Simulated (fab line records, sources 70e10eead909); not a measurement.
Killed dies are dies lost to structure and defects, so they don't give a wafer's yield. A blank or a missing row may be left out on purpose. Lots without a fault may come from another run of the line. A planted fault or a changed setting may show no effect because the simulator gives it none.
Problem report in the 8D (eight disciplines) form, filled by code | flow nand_harc | the parts of the form that need people (team, actions taken, sign-off) are left out

1. THE PROBLEM
killed_at_periphery at NHARC_END_SORT_01 reads a mean of 616.3 on 6 wafers of 2 lots; wafers without a fault read 3.6 with a standard deviation of 2.6. That is +99 or more standard deviations from the usual mean.
First seen on wafer L920.1, day 31 02:01, on prober-02. The record holds 39 wafers of 13 lots with a number at this step. Rule for "out", or "out of limits": more than 4 standard deviations from the usual mean. The other wafers with a number count as sound.

2. WHAT IT IS AND WHAT IT IS NOT
question                    | is                               | is not
which readings at this step | killed_at_periphery, killed_dies | killed_at_array, killed_open, killed_short
which lots                  | L919, L920                       | L906, L907, L909, L910, L911, L913, L914, L915, L917, L922, L928
which wafers of those lots  | all that have a number           | -
read on which gauges        | prober-01, prober-02             | -
when                        | from day 31 02:01                | up to then (30 sound wafers); but 3 sound wafers of L928 came after

3. SUSPECTS, AND WHAT RULES EACH OUT
Counting: a tool at a process step up to the reading stays a suspect if it ran every lot that is out and no sound lot after the first of them.
- the gauge at NHARC_END_SORT_01: ruled out. The wafers that are out were read on 2 gauges (prober-01, prober-02).
- plasma_asher-02 at NHARC_P_GATE_STRIP_95 (strips in O2): kept. It ran every lot that is out, first L919 (day 11 22:02), and no sound lot after that; its last sound lot up to then is L917 (day 10 15:25).
- rtp_anneal-01 at NHARC_P_GATE_RTA_80 (time 30 s): kept. It ran every lot that is out, first L919 (day 11 23:14), and no sound lot after that; its last sound lot up to then is L915 (day 9 22:18).
Left after counting: plasma_asher-02 at NHARC_P_GATE_STRIP_95, rtp_anneal-01 at NHARC_P_GATE_RTA_80.

4. THE CAUSE (what the simulator had put in)
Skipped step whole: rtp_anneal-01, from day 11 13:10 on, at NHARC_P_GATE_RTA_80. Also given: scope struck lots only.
Counting left 2 suspects, and this tool is among them.

5. THE CHAIN OF EFFECTS, in route order
Each row: a reading whose mean over the struck wafers that have a number lies more than 3 standard deviations from the usual. Only readings for which the record gives a usual standard deviation are gone through. hours: the time from each lot's start at the first step in this table that gives one to its start at this step, as a median over the lots. sigmas: the change in usual standard deviations.
hours | step              | reading             | usual | on struck wafers | change | sigmas
0     | NHARC_END_SORT_01 | killed_at_periphery | 3.6   | 616.3            | +612.7 | +99 or more
0     | NHARC_END_SORT_01 | killed_dies         | 58    | 677              | +619   | +31
Readings that are blank on the struck wafers while sound wafers have them: anneal_temp_c_max at NHARC_P_GATE_RTA_80; lamp_power_pct at NHARC_P_GATE_RTA_80; wafer_temp_C_max at NHARC_P_GATE_RTA_80.

6. WHAT WOULD HAVE CAUGHT IT SOONER
In this record the first reading out of limits at a measuring or inspecting step was taken at day 31 02:01, 469 hours after the fault began at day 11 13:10.
At NHARC_P_GATE_RTA_80 the tool's readings are blank on the struck wafers, where sound wafers have them: an empty tool record is the first sign, and it was there at once.
All the lots that are out (2) had begun NHARC_P_GATE_RTA_80 on rtp_anneal-01 by day 31 02:01. A hold on the tool at that time would have spared none of them.
